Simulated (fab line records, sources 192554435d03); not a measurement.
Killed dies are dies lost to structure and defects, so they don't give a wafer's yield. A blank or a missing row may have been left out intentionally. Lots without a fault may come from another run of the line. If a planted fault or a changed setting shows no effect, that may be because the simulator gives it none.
fab line records -- flow n5_finfet
record lots=7, wafers=21
route steps=1938 shown BEOL_M11@1546 BEOL_M12@1637 BEOL_M13@1705 BEOL_M14@1716
start_h: the number of hours between the record's first day and the start of the first shown wafer of the lot -- wait_h: hours from the lot's prior step to this one -- " same as the row above -- L1.1+2: a single row standing in for several wafers -- - no value, or no start was given -- * or withheld: withheld -- < > ~ a bound
route shown NAME@n: NAME is a module with steps in the file, n the number in the route of the first one -- usual: the fault-free wafers' mean and standard deviation -- same: alike in all rows -- chamber/n: place in a boat -- sites: the reading at each site -- _std_site: their standard deviation -- _edge_site: outer sites' mean less inner sites' -- radius_mm: for every site, how far away it sits from the centre of the wafer -- mask NAME#n: copy n -- behind: tool/chamber where the wafer was last shaped -- hold: what put the lot on hold/how long, in hours/how the hold closed -- device: whichever transistor did not switch (one of n, p or np) -- end of line: the same wafers' tests at the end of the route -- for a step that has no rows: nothing shown but its recipe -- killed: dies lost to structure and defects at the first sort, not the wafer's yield -- map: shows each die of a wafer: x if killed, . if not, _ if none is there
set.NAME: the run value of the setting; set.NAME@STEP: its run value at that earlier step -- model.NAME: the simulator's own value behind a step, which no gauge read
lots where settings were altered on purpose, with a table for each step and a row for each wafer
## steps
# step N5_BEOL_M11_EXPOSE_08
# recipe mask_id=M11, na=1.35, source_shape=dipole, sigma_inner=0.411, sigma_outer=0.611, polarization=te, dose_mj=53.75
lot.wafer,tool,chamber,start_h,wait_h,mask,set.dose_mj
L077.1+2+5,arfi_scanner-03,0,342.11,-,M11#0,53.75
L078.1+2+4,arfi_scanner-01,0,342.33,-,M11#0,53.75
L079.2+5+6,arfi_scanner-03,0,343.23,-,M11#0,53.75
L080.3+6,arfi_scanner-03,0,366.43,-,M11#0,57.2
L080.4,arfi_scanner-03,0,366.43,-,M11#0,53.75
L085.2+5+6,arfi_scanner-02,0,371.64,-,M11#0,53.75
L092.3+6,arfi_scanner-02,0,415.68,-,M11#0,53.75
L092.4,arfi_scanner-02,0,415.68,-,M11#0,56.41
L094.2+3,arfi_scanner-01,0,438.42,-,M11#0,53.75
L094.6,arfi_scanner-01,0,438.42,-,M11#0,57.36
# step N5_BEOL_M11_PEB_09
# recipe peb_temp_c=withheld, peb_time_s=60, resist=CAR-ArF
# step N5_BEOL_M11_DEVELOP_10
# recipe develop_time_s=30, developer=TMAH, resist=CAR-ArF, rinse_liquid=diw, dry=air_spin, dev_temp_c=23
# step N5_BEOL_M11_CD_MEAS_11
# recipe target_cd_nm=64.1, landing_energy_ev=500, detector=se_inlens, polarity=opening
# usual cd_nm=64.1/0.61
lot.wafer,tool,chamber,start_h,wait_h,set.dose_mj@BEOL_M11_EXPOSE_08,cd_nm
L077.1,cd_sem-02,0,342.23,-,53.75,64.5
L077.2,cd_sem-02,0,342.23,-,53.75,63.4
L077.5,cd_sem-02,0,342.23,-,53.75,63.5
L078.1,cd_sem-02,0,342.45,-,53.75,64.5
L078.2,cd_sem-02,0,342.45,-,53.75,64.2
L078.4,cd_sem-02,0,342.45,-,53.75,64.0
L079.2,cd_sem-01,0,343.36,-,53.75,64.5
L079.5,cd_sem-01,0,343.36,-,53.75,64.2
L079.6,cd_sem-01,0,343.36,-,53.75,63.7
L080.3,cd_sem-03,0,366.55,-,57.2,68.4
L080.4,cd_sem-03,0,366.55,-,53.75,64.7
L080.6,cd_sem-03,0,366.55,-,57.2,68.0
L085.2,cd_sem-01,0,371.76,-,53.75,63.9
L085.5,cd_sem-01,0,371.76,-,53.75,65.0
L085.6,cd_sem-01,0,371.76,-,53.75,63.7
L092.3,cd_sem-01,0,415.80,-,53.75,64.4
L092.4,cd_sem-01,0,415.80,-,56.41,67.4
L092.6,cd_sem-01,0,415.80,-,53.75,63.1
L094.2,cd_sem-02,0,438.54,-,53.75,64.2
L094.3,cd_sem-02,0,438.54,-,53.75,65.4
L094.6,cd_sem-02,0,438.54,-,57.36,68.0
# step N5_BEOL_M11_DESCUM_16
# recipe chemistry=O2, time_s=7.9, source_power_w=50, bias_power_w=20, pressure_mtorr=20, rf_frequency_hz=2.712e+07, temp_c=40, resist=CAR-ArF, o2_flow_sccm=225
# step N5_BEOL_M11_ETCH_61
# recipe chemistry=CF4, target=SiARC, target_depth_a=390, mask_material=CAR-ArF, time_s=65, ion_energy_ev=80, pressure_mtorr=40, source_w=545, bias_w=36, Ar_flow_sccm=100, cf4_flow_sccm=100, ends=cleared
lot.wafer,tool,chamber,start_h,wait_h,set.dose_mj@BEOL_M11_EXPOSE_08,model.BEOL_M11.cd_offset_nm
L077.1,rie_diel-03,0,342.38,0.0,53.75,0.4
L077.2,rie_diel-03,2,342.38,0.0,53.75,-0.8
L077.5,rie_diel-03,3,342.38,0.0,53.75,-0.4
L078.1+4,rie_diel-02,"3,0",342.66,0.0,53.75,0
L078.2,rie_diel-02,1,342.66,0.0,53.75,-0.2
L079.2,rie_diel-03,0,343.90,0.0,53.75,0.2
L079.5+6,rie_diel-03,"3,0",343.90,0.0,53.75,0.4
L080.3,rie_diel-02,3,366.75,0.0,57.2,3.6
L080.4,rie_diel-02,3,366.75,0.0,53.75,0.2
L080.6,rie_diel-02,0,366.75,0.0,57.2,4.2
L085.2,rie_diel-06,3,372.44,0.0,53.75,-0.4
L085.5,rie_diel-06,1,372.44,0.0,53.75,0.2
L085.6,rie_diel-06,0,372.44,0.0,53.75,-0.2
L092.3,rie_diel-03,3,415.92,0.0,53.75,0.2
L092.4,rie_diel-03,2,415.92,0.0,56.41,3.4
L092.6,rie_diel-03,3,415.92,0.0,53.75,-0.4
L094.2,rie_diel-03,2,439.03,0.0,53.75,0.6
L094.3,rie_diel-03,3,439.03,0.0,53.75,1.2
L094.6,rie_diel-03,1,439.03,0.0,57.36,3.8
# step N5_BEOL_M11_ETCH_62
# recipe chemistry=N2/H2, target=SOC, target_depth_a=1100, overetch_a=220, mask_material=SiARC, temp_c=40, time_s=165, ion_energy_ev=200, pressure_mtorr=30, source_w=840, bias_w=150, n2_flow_sccm=200, h2_flow_sccm=200
lot.wafer,tool,chamber,start_h,wait_h,set.dose_mj@BEOL_M11_EXPOSE_08,model.BEOL_M11.cd_offset_nm
L077.1,rie_diel-03,0,342.43,0.0,53.75,0.4
L077.2,rie_diel-03,2,342.43,0.0,53.75,-1
L077.5,rie_diel-03,3,342.43,0.0,53.75,-0.6
L078.1,rie_diel-02,3,342.71,0.0,53.75,-0.2
L078.2+4,rie_diel-02,"1,0",342.71,0.0,53.75,0
L079.2+6,rie_diel-03,0,343.95,0.0,53.75,0.2
L079.5,rie_diel-03,3,343.95,0.0,53.75,0
L080.3,rie_diel-02,3,366.80,0.0,57.2,3.4
L080.4,rie_diel-02,3,366.80,0.0,53.75,-0.2
L080.6,rie_diel-02,0,366.80,0.0,57.2,4
L085.2,rie_diel-06,3,372.49,0.0,53.75,-0.6
L085.5,rie_diel-06,1,372.49,0.0,53.75,0
L085.6,rie_diel-06,0,372.49,0.0,53.75,-0.4
L092.3,rie_diel-03,3,415.97,0.0,53.75,-0.2
L092.4,rie_diel-03,2,415.97,0.0,56.41,4.2
L092.6,rie_diel-03,3,415.97,0.0,53.75,-0.6
L094.2,rie_diel-03,2,439.08,0.0,53.75,1
L094.3,rie_diel-03,3,439.08,0.0,53.75,0.8
L094.6,rie_diel-03,1,439.08,0.0,57.36,4
# step N5_BEOL_M11_STRIP_68
# recipe chemistry=N2/H2, temp_c=40, n2_flow_sccm=200, h2_flow_sccm=200, rf_frequency_hz=6e+07
# step N5_BEOL_M11_STRIP_67
# recipe chemistry=CF4, resist=SiARC, power_w=300, bias_power_w=75, pressure_mtorr=50, cf4_flow_sccm=150, rf_frequency_hz=6e+07
# step N5_BEOL_M11_HM_OPEN_17
# recipe chemistry=Cl2/BCl3, target_depth_a=200, overetch_a=60, target=TiN, mask_material=SOC, ion_energy_ev=150, pressure_mtorr=10, icp_w=1000, bias_w=126, Cl2_flow_sccm=53.25, bcl3_flow_sccm=21.75, Ar_flow_sccm=25
lot.wafer,tool,chamber,start_h,wait_h,set.dose_mj@BEOL_M11_EXPOSE_08,model.BEOL_M11.cd_offset_nm
L077.1,rie_metal-01,1,342.62,0.0,53.75,0.2
L077.2,rie_metal-01,0,342.62,0.0,53.75,-1
L077.5,rie_metal-01,0,342.62,0.0,53.75,-0.6
L078.1,rie_metal-03,1,342.90,0.0,53.75,0
L078.2+4,rie_metal-03,1,342.90,0.0,53.75,0.2
L079.2,rie_metal-01,0,344.14,0.0,53.75,0.4
L079.5+6,rie_metal-01,"0,1",344.14,0.0,53.75,0.2
L080.3,rie_metal-01,1,367.02,0.1,57.2,3.4
L080.4,rie_metal-01,0,367.02,0.1,53.75,-0.2
L080.6,rie_metal-01,1,367.02,0.1,57.2,4
L085.2,rie_metal-02,0,372.71,0.1,53.75,-0.6
L085.5,rie_metal-02,0,372.71,0.1,53.75,0
L085.6,rie_metal-02,0,372.71,0.1,53.75,-0.4
L092.3,rie_metal-03,0,416.19,0.1,53.75,0
L092.4,rie_metal-03,1,416.19,0.1,56.41,4.2
L092.6,rie_metal-03,1,416.19,0.1,53.75,-0.6
L094.2,rie_metal-03,0,439.26,0.0,53.75,1
L094.3,rie_metal-03,0,439.26,0.0,53.75,0.8
L094.6,rie_metal-03,1,439.26,0.0,57.36,4
# step N5_BEOL_M11_STRIP_19
# recipe chemistry=O2, power_w=400, temp_c=40, pressure_mtorr=30, rf_frequency_hz=6e+07, bias_power_w=0, overash_fraction=0.2, o2_flow_sccm=225
# step N5_BEOL_M11_CD_MEAS_18
# recipe pitch_nm=140, target_cd_nm=70
# usual cd_nm=69.9/0.77
lot.wafer,tool,chamber,start_h,wait_h,set.dose_mj@BEOL_M11_EXPOSE_08,cd_nm
L077.1,cd_sem-01,-,342.84,0.0,53.75,70.2
L077.2,cd_sem-01,-,342.84,0.0,53.75,68.8
L077.5,cd_sem-01,-,342.84,0.0,53.75,69.4
L078.1,cd_sem-03,-,343.21,0.0,53.75,70.1
L078.2,cd_sem-03,-,343.21,0.0,53.75,70.0
L078.4,cd_sem-03,-,343.21,0.0,53.75,70.1
L079.2,cd_sem-02,-,344.41,0.1,53.75,70.1
L079.5,cd_sem-02,-,344.41,0.1,53.75,70.3
L079.6,cd_sem-02,-,344.41,0.1,53.75,70.4
L080.3,cd_sem-02,-,367.19,0.1,57.2,73.7
L080.4,cd_sem-02,-,367.19,0.1,53.75,69.5
L080.6,cd_sem-02,-,367.19,0.1,57.2,73.7
L085.2,cd_sem-02,-,372.95,0.1,53.75,69.3
L085.5,cd_sem-02,-,372.95,0.1,53.75,69.7
L085.6,cd_sem-02,-,372.95,0.1,53.75,69.6
L092.3,cd_sem-02,-,416.34,0.1,53.75,69.8
L092.4,cd_sem-02,-,416.34,0.1,56.41,74.6
L092.6,cd_sem-02,-,416.34,0.1,53.75,69.6
L094.2,cd_sem-02,-,439.45,0.1,53.75,70.7
L094.3,cd_sem-02,-,439.45,0.1,53.75,71.0
L094.6,cd_sem-02,-,439.45,0.1,57.36,73.8
# step N5_BEOL_M11_COAT_63
# recipe resist=SOC, temp_c=250, time_s=60, spin_rpm=1500, resist_thk_nm=100
# step N5_BEOL_M11_COAT_64
# recipe resist=SiARC, temp_c=220, time_s=60, spin_rpm=1500, resist_thk_nm=30
# step N5_BEOL_M11_PRECLEAN_42
# recipe chemistry=residue_remover, time_s=60, temp_c=40
# step N5_BEOL_M11_SRD_43
# recipe time_s=30, temp_c=23, rinse_liquid=diw, dry=ipa_marangoni
# step N5_BEOL_M11_CD_MEAS_35
# recipe target_cd_nm=70, polarity=opening
# usual cd_nm=69.9/0.81
lot.wafer,tool,chamber,start_h,wait_h,set.dose_mj@BEOL_M11_EXPOSE_08,cd_nm
L077.1,cd_sem-01,-,344.05,0.0,53.75,70.4
L077.2,cd_sem-01,-,344.05,0.0,53.75,68.9
L077.5,cd_sem-01,-,344.05,0.0,53.75,69.4
L078.1,cd_sem-02,-,346.58,0.0,53.75,70.1
L078.2,cd_sem-02,-,346.58,0.0,53.75,70.5
L078.4,cd_sem-02,-,346.58,0.0,53.75,70.4
L079.2,cd_sem-03,-,347.09,0.0,53.75,70.8
L079.5,cd_sem-03,-,347.09,0.0,53.75,70.2
L079.6,cd_sem-03,-,347.09,0.0,53.75,70.9
L080.3,cd_sem-01,-,370.65,0.0,57.2,73.3
L080.4,cd_sem-01,-,370.65,0.0,53.75,69.9
L080.6,cd_sem-01,-,370.65,0.0,57.2,74.1
L085.2,cd_sem-01,-,374.09,0.0,53.75,69.4
L085.5,cd_sem-01,-,374.09,0.0,53.75,70.0
L085.6,cd_sem-01,-,374.09,0.0,53.75,69.3
L092.3,cd_sem-02,-,419.56,0.0,53.75,69.6
L092.4,cd_sem-02,-,419.56,0.0,56.41,74.0
L092.6,cd_sem-02,-,419.56,0.0,53.75,69.1
L094.2,cd_sem-03,-,440.69,0.0,53.75,71.1
L094.3,cd_sem-03,-,440.69,0.0,53.75,71.1
L094.6,cd_sem-03,-,440.69,0.0,57.36,73.9
# step N5_BEOL_M12_ETCH_68
# recipe chemistry=N2/H2, target=SOC, mask_material=SiARC, source_w=3000, bias_w=350, temp_c=40, time_s=285, ion_energy_ev=200, pressure_mtorr=30, n2_flow_sccm=200, h2_flow_sccm=200
lot.wafer,tool,chamber,start_h,wait_h,set.time_s,model.SiARC_of_BEOL_M12_COAT_66.thk_nm
L077.1,rie_diel-05,2,349.67,0.1,335.7,81.6
L077.2,rie_diel-05,1,349.67,0.1,285,85
L077.5,rie_diel-05,1,349.67,0.1,285,84.8
L078.1,rie_diel-04,1,350.76,0.1,285,86.2
L078.2+4,rie_diel-04,"2,0",350.76,0.1,285,86
L079.2+6,rie_diel-01,1,351.49,0.1,285,85
L079.5,rie_diel-01,2,351.49,0.1,285,85.8
L080.3,rie_diel-01,1,375.10,0.1,285,84.6
L080.4,rie_diel-01,0,375.10,0.1,285,85.8
L080.6,rie_diel-01,3,375.10,0.1,285,86
L085.2,rie_diel-01,1,378.92,0.1,341.1,79.2
L085.5,rie_diel-01,2,378.92,0.1,285,85.2
L085.6,rie_diel-01,0,378.92,0.1,285,85.8
L092.3,rie_diel-01,0,423.93,0.1,285,85.8
L092.4,rie_diel-01,3,423.93,0.1,285,85.4
L092.6,rie_diel-01,2,423.93,0.1,285,85.2
L094.2,rie_diel-04,3,446.53,0.1,345.3,80.8
L094.3,rie_diel-04,2,446.53,0.1,285,85.4
L094.6,rie_diel-04,0,446.53,0.1,345.3,80.4
# step N5_BEOL_M12_ETCH_38
# recipe chemistry=CF4/N2, target=SiCN, target_depth_a=687, taper_deg=2, time_s=73.4, ion_energy_ev=150, mask_material=SiO2, pressure_mtorr=40, source_w=430, bias_w=70, Ar_flow_sccm=100, cf4_flow_sccm=60, n2_flow_sccm=60
lot.wafer,tool,chamber,start_h,wait_h,set.time_s,model.etch.depth_nm
L077.1,rie_diel-01,2,350.17,-,73.4,59.01
L077.2,rie_diel-01,1,350.17,-,83.66,67.25
L077.5,rie_diel-01,3,350.17,-,73.4,55.16
L078.1,rie_diel-05,3,354.08,-,73.4,60.68
L078.2,rie_diel-05,2,354.08,-,73.4,56.79
L078.4,rie_diel-05,0,354.08,-,73.4,59.6
L079.2,rie_diel-01,1,362.24,-,87.22,70.33
L079.5,rie_diel-01,3,362.24,-,87.22,65.63
L079.6,rie_diel-01,0,362.24,-,73.4,57.92
L080.3,rie_diel-04,3,379.19,-,87.76,74.62
L080.4,rie_diel-04,0,379.19,-,73.4,59.83
L080.6,rie_diel-04,0,379.19,-,87.76,71.29
L085.2,rie_diel-05,1,380.84,-,73.4,59.34
L085.5,rie_diel-05,2,380.84,-,73.4,57.13
L085.6,rie_diel-05,1,380.84,-,65.3,52.74
L092.3,rie_diel-05,0,424.56,-,73.4,60.35
L092.4,rie_diel-05,2,424.56,-,73.4,57.93
L092.6,rie_diel-05,1,424.56,-,73.4,59.26
L094.2,rie_diel-04,1,447.93,-,79.15,62.52
L094.3,rie_diel-04,3,447.93,-,79.15,66.87
L094.6,rie_diel-04,2,447.93,-,73.4,58.12
# step N5_BEOL_M13_SPUTTER_43
# recipe material=TaN, target_thk_a=150, temp_c=50, bias_v=168.6, power_w=15000, chamber_pressure_pa=0.12, time_s=24.19
lot.wafer,tool,chamber,start_h,wait_h,set.time_s,model.TaN_of_BEOL_M13_SPUTTER_43.thk_nm
L077.1,pvd_sputter-02,-,359.61,0.0,27.18,16.8
L077.2,pvd_sputter-02,-,359.61,0.0,27.18,17
L077.5,pvd_sputter-02,-,359.61,0.0,24.19,14.8
L078.1+4,pvd_sputter-02,-,360.27,0.0,24.19,15.2
L078.2,pvd_sputter-02,-,360.27,0.0,24.19,15
L079.2+6,pvd_sputter-01,-,373.62,0.0,24.19,15.4
L079.5,pvd_sputter-01,-,373.62,0.0,24.19,15
L080.3+4,pvd_sputter-01,-,385.62,0.0,26.4,16.2
L080.6,pvd_sputter-01,-,385.62,0.0,24.19,15
L085.2,pvd_sputter-03,-,388.57,0.0,24.19,15.2
L085.5,pvd_sputter-03,-,388.57,0.0,24.19,15
L085.6,pvd_sputter-03,-,388.57,0.0,27.24,17
L092.3,pvd_sputter-02,-,429.61,0.0,24.19,15
L092.4,pvd_sputter-02,-,429.61,0.0,24.19,15.4
L092.6,pvd_sputter-02,-,429.61,0.0,22.68,14.2
L094.2,pvd_sputter-03,-,455.21,0.0,24.19,15
L094.3,pvd_sputter-03,-,455.21,0.0,24.19,15.2
L094.6,pvd_sputter-03,-,455.21,0.0,24.19,15.4
# step N5_BEOL_M14_ILD_DEP_00
# recipe material=SiO2, target_thk_a=11193, temp_c=400, precursor=TEOS/O2, pressure_torr=6.5, rf_w=900, teos_flow_sccm=161.4, gas=O2, flow_sccm=2650, time_s=237.4
lot.wafer,tool,chamber,start_h,wait_h,set.time_s,model.SiO2_of_BEOL_M14_ILD_DEP_00.thk_nm
L077.1,pecvd-04,1,361.02,0.0,210.9,985
L077.2,pecvd-04,2,361.02,0.0,210.9,994.4
L077.5,pecvd-04,0,361.02,0.0,210.9,1003
L078.1,pecvd-01,0,361.80,0.0,237.4,1112
L078.2,pecvd-01,1,361.80,0.0,237.4,1113
L078.4,pecvd-01,1,361.80,0.0,237.4,1136
L079.2,pecvd-04,1,374.84,0.0,271.5,1274
L079.5,pecvd-04,1,374.84,0.0,271.5,1285
L079.6,pecvd-04,0,374.84,0.0,237.4,1118
L080.3,pecvd-01,0,386.85,0.0,237.4,1089
L080.4,pecvd-01,2,386.85,0.0,237.4,1117
L080.6,pecvd-01,0,386.85,0.0,250.2,1173
L085.2,pecvd-04,2,389.79,0.0,264.3,1240
L085.5,pecvd-04,2,389.79,0.0,237.4,1153
L085.6,pecvd-04,1,389.79,0.0,264.3,1256
L092.3,pecvd-04,0,431.66,0.0,237.4,1091
L092.4,pecvd-04,0,431.66,0.0,237.4,1104
L092.6,pecvd-04,1,431.66,0.0,237.4,1107
L094.2,pecvd-02,0,456.68,0.0,211.9,965.6
L094.3,pecvd-02,2,456.68,0.0,237.4,1102
L094.6,pecvd-02,2,456.68,0.0,211.9,999.6
# step N5_BEOL_M14_THK_MEAS_01
# recipe reads=SiO2_of_BEOL_M14_ILD_DEP_00
# usual M14_ILD_THK=1114/15
lot.wafer,tool,chamber,start_h,wait_h,set.time_s@BEOL_M14_ILD_DEP_00,M14_ILD_THK[nm]
L077.1,film_metro-02,-,361.21,0.1,210.9,984
L077.2,film_metro-02,-,361.21,0.1,210.9,994
L077.5,film_metro-02,-,361.21,0.1,210.9,1003
L078.1,film_metro-02,-,361.99,0.1,237.4,1112
L078.2,film_metro-02,-,361.99,0.1,237.4,1113
L078.4,film_metro-02,-,361.99,0.1,237.4,1136
L079.2,film_metro-01,-,375.11,0.2,271.5,1273
L079.5,film_metro-01,-,375.11,0.2,271.5,1285
L079.6,film_metro-01,-,375.11,0.2,237.4,1118
L080.3,film_metro-01,-,387.04,0.1,237.4,1089
L080.4,film_metro-01,-,387.04,0.1,237.4,1116
L080.6,film_metro-01,-,387.04,0.1,250.2,1173
L085.2,film_metro-02,-,389.98,0.1,264.3,1240
L085.5,film_metro-02,-,389.98,0.1,237.4,1152
L085.6,film_metro-02,-,389.98,0.1,264.3,1256
L092.3,film_metro-02,-,431.85,0.1,237.4,1091
L092.4,film_metro-02,-,431.85,0.1,237.4,1103
L092.6,film_metro-02,-,431.85,0.1,237.4,1108
L094.2,film_metro-01,-,456.87,0.1,211.9,965
L094.3,film_metro-01,-,456.87,0.1,237.4,1101
L094.6,film_metro-01,-,456.87,0.1,211.9,1000
# step N5_BEOL_M14_EXPOSE_07
# recipe mask_id=V13, na=0.8, source_shape=annular, sigma_inner=0.5, sigma_outer=0.8, polarization=unpolarized, attpsm_phase_deg=180, dose_mj=57
lot.wafer,tool,chamber,start_h,wait_h,mask,set.dose_mj
L077.1+2+5,krf_scanner-01,0,361.47,-,V13#0,57
L078.1+2+4,krf_scanner-02,0,362.24,-,V13#0,57
L079.2+6,krf_scanner-01,0,375.37,-,V13#0,57
L079.5,krf_scanner-01,0,375.37,-,V13#0,58.31
L080.3+4+6,krf_scanner-01,0,387.31,-,V13#0,55.9
L085.2+6,krf_scanner-01,0,390.25,-,V13#0,55.61
L085.5,krf_scanner-01,0,390.25,-,V13#0,57
L092.3+4,krf_scanner-01,0,431.99,-,V13#0,57
L092.6,krf_scanner-01,0,431.99,-,V13#0,55.67
L094.2,krf_scanner-01,0,457.02,-,V13#0,57
L094.3+6,krf_scanner-01,0,457.02,-,V13#0,55.38
# step N5_BEOL_M14_PEB_08
# recipe peb_temp_c=130, peb_time_s=90
# step N5_BEOL_M14_DEVELOP_09
# recipe develop_time_s=45, rinse_liquid=diw, dry=air_spin, dev_temp_c=21
# step N5_BEOL_M14_DESCUM_15
# recipe chemistry=O2, time_s=7.9, source_power_w=50, bias_power_w=20, pressure_mtorr=20, rf_frequency_hz=2.712e+07, temp_c=40, o2_flow_sccm=225
# step N5_BEOL_M14_ETCH_59
# recipe chemistry=N2/H2, target=BARC, target_depth_a=890, overetch_a=267, time_s=67.9, ion_energy_ev=200, pressure_mtorr=30, source_w=840, bias_w=150, n2_flow_sccm=200, h2_flow_sccm=200
# step N5_BEOL_M14_VIA_ETCH_16
# recipe chemistry=C4F8/O2/Ar, target=SiO2, he_inner_torr=15, he_outer_torr=30, target_depth_a=12313, time_s=withheld, ion_energy_ev=800, pressure_mtorr=20, source_w=1905, bias_w=2040, Ar_flow_sccm=400, C4F8_flow_sccm=16, O2_flow_sccm=12, ends=cleared
lot.wafer,tool,chamber,start_h,wait_h,set.time_s@BEOL_M14_ILD_DEP_00,model.etch.depth_nm,model.coat_of_BEOL_M14_COAT_04.thk_nm
L077.1,rie_diel-04,3,361.82,0.0,*,985,479
L077.2,rie_diel-04,0,361.82,0.0,*,994.5,482.2
L077.5,rie_diel-04,0,361.82,0.0,*,1003,483.2
L078.1,rie_diel-05,3,362.59,0.0,*,1112,452.8
L078.2,rie_diel-05,1,362.59,0.0,*,1113,457.2
L078.4,rie_diel-05,1,362.59,0.0,*,1136,448.8
L079.2,rie_diel-05,0,375.72,0.0,*,1274,413.4
L079.5,rie_diel-05,1,375.72,0.0,*,1285,414.8
L079.6,rie_diel-05,2,375.72,0.0,*,1118,457.8
L080.3,rie_diel-04,0,387.67,0.0,*,1089,461
L080.4,rie_diel-04,3,387.67,0.0,*,1117,447.2
L080.6,rie_diel-04,3,387.67,0.0,*,1173,434
L085.2,rie_diel-04,2,390.71,0.0,*,1240,428.6
L085.5,rie_diel-04,1,390.71,0.0,*,1153,447.8
L085.6,rie_diel-04,0,390.71,0.0,*,1256,422.2
L092.3,rie_diel-01,2,432.33,0.0,*,1091,459.4
L092.4,rie_diel-01,2,432.33,0.0,*,1104,458.2
L092.6,rie_diel-01,1,432.33,0.0,*,1107,442.6
L094.2,rie_diel-01,3,457.92,0.0,*,965.6,487
L094.3,rie_diel-01,0,457.92,0.0,*,1102,463.2
L094.6,rie_diel-01,3,457.92,0.0,*,999.6,477.8
# step N5_BEOL_M14_STRIP_63
# recipe chemistry=O2, power_w=600, temp_c=60, pressure_mtorr=30, rf_frequency_hz=6e+07, bias_power_w=0, overash_fraction=0.3, o2_flow_sccm=225
# step N5_BEOL_M14_STRIP_64
# recipe chemistry=O2, power_w=600, temp_c=60, pressure_mtorr=30, rf_frequency_hz=6e+07, bias_power_w=0, overash_fraction=0.3, o2_flow_sccm=225
# step N5_BEOL_M14_STRIP_37
# recipe chemistry=O2, power_w=600, temp_c=60, pressure_mtorr=30, rf_frequency_hz=6e+07, bias_power_w=0, overash_fraction=0.3, o2_flow_sccm=225
# step N5_BEOL_M14_ETCH_38
# recipe chemistry=CF4/N2, target=SiCN, target_depth_a=1065, taper_deg=2, time_s=120.6, ion_energy_ev=150, mask_material=SiO2, pressure_mtorr=40, source_w=430, bias_w=70, Ar_flow_sccm=100, cf4_flow_sccm=60, n2_flow_sccm=60
lot.wafer,tool,chamber,start_h,wait_h,set.time_s@BEOL_M14_ILD_DEP_00,model.SiO2_of_BEOL_M14_ILD_DEP_00.thk_nm
L077.1,rie_diel-05,3,-,-,210.9,917.4
L077.2,rie_diel-05,2,-,-,210.9,931.4
L077.5,rie_diel-05,1,-,-,210.9,937.2
L078.1,rie_diel-01,3,-,-,237.4,1050
L078.2,rie_diel-01,1,-,-,237.4,1047
L078.4,rie_diel-01,3,-,-,237.4,1075
L079.2,rie_diel-04,3,-,-,271.5,1204
L079.5,rie_diel-04,0,-,-,271.5,1220
L079.6,rie_diel-04,3,-,-,237.4,1049
L080.3,rie_diel-04,3,-,-,237.4,1020
L080.4,rie_diel-04,2,-,-,237.4,1053
L080.6,rie_diel-04,3,-,-,250.2,1104
L085.2,rie_diel-01,1,-,-,264.3,1176
L085.5,rie_diel-01,1,-,-,237.4,1088
L085.6,rie_diel-01,2,-,-,264.3,1189
L092.3,rie_diel-01,2,-,-,237.4,1025
L092.4,rie_diel-01,2,-,-,237.4,1037
L092.6,rie_diel-01,1,-,-,237.4,1043
L094.2,rie_diel-04,3,-,-,211.9,896.2
L094.3,rie_diel-04,2,-,-,237.4,1037
L094.6,rie_diel-04,2,-,-,211.9,935
## key
split step=N5_BEOL_M11_EXPOSE_08, setting=dose_mj, stated=53.75, by=wafer
response step=N5_BEOL_M11_CD_MEAS_11, reading=cd_nm, change=+0.553, per=1%, r=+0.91
response step=N5_BEOL_M11_ETCH_61, reading=model.BEOL_M11.cd_offset_nm, change=+0.546, per=1%, r=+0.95
response step=N5_BEOL_M11_ETCH_62, reading=model.BEOL_M11.cd_offset_nm, change=+0.619, per=1%, r=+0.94
response step=N5_BEOL_M11_HM_OPEN_17, reading=model.BEOL_M11.cd_offset_nm, change=+0.615, per=1%, r=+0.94
response step=N5_BEOL_M11_CD_MEAS_18, reading=cd_nm, change=+0.636, per=1%, r=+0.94
response step=N5_BEOL_M11_CD_MEAS_35, reading=cd_nm, change=+0.605, per=1%, r=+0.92
split step=N5_BEOL_M12_ETCH_68, setting=time_s, stated=285, by=wafer
response step=N5_BEOL_M12_ETCH_68, reading=model.SiARC_of_BEOL_M12_COAT_66.thk_nm, change=-0.247, per=1%, r=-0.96
split step=N5_BEOL_M12_ETCH_38, setting=time_s, stated=73.4, by=wafer
response step=N5_BEOL_M12_ETCH_38, reading=model.etch.depth_nm, change=+0.628, per=1%, r=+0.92
split step=N5_BEOL_M13_SPUTTER_43, setting=time_s, stated=24.19, by=wafer
response step=N5_BEOL_M13_SPUTTER_43, reading=model.TaN_of_BEOL_M13_SPUTTER_43.thk_nm, change=+0.155, per=1%, r=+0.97
split step=N5_BEOL_M14_ILD_DEP_00, setting=time_s, stated=237.4, by=wafer
response step=N5_BEOL_M14_ILD_DEP_00, reading=model.SiO2_of_BEOL_M14_ILD_DEP_00.thk_nm, change=+10.5, per=1%, r=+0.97
response step=N5_BEOL_M14_THK_MEAS_01, reading=M14_ILD_THK, change=+10.6, per=1%, r=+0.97
response step=N5_BEOL_M14_VIA_ETCH_16, reading=model.etch.depth_nm, change=+10.5, per=1%, r=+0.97
response step=N5_BEOL_M14_VIA_ETCH_16, reading=model.coat_of_BEOL_M14_COAT_04.thk_nm, change=-2.5, per=1%, r=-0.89
response step=N5_BEOL_M14_ETCH_38, reading=model.SiO2_of_BEOL_M14_ILD_DEP_00.thk_nm, change=+10.6, per=1%, r=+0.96
split step=N5_BEOL_M14_EXPOSE_07, setting=dose_mj, stated=57, by=wafer
response none clear
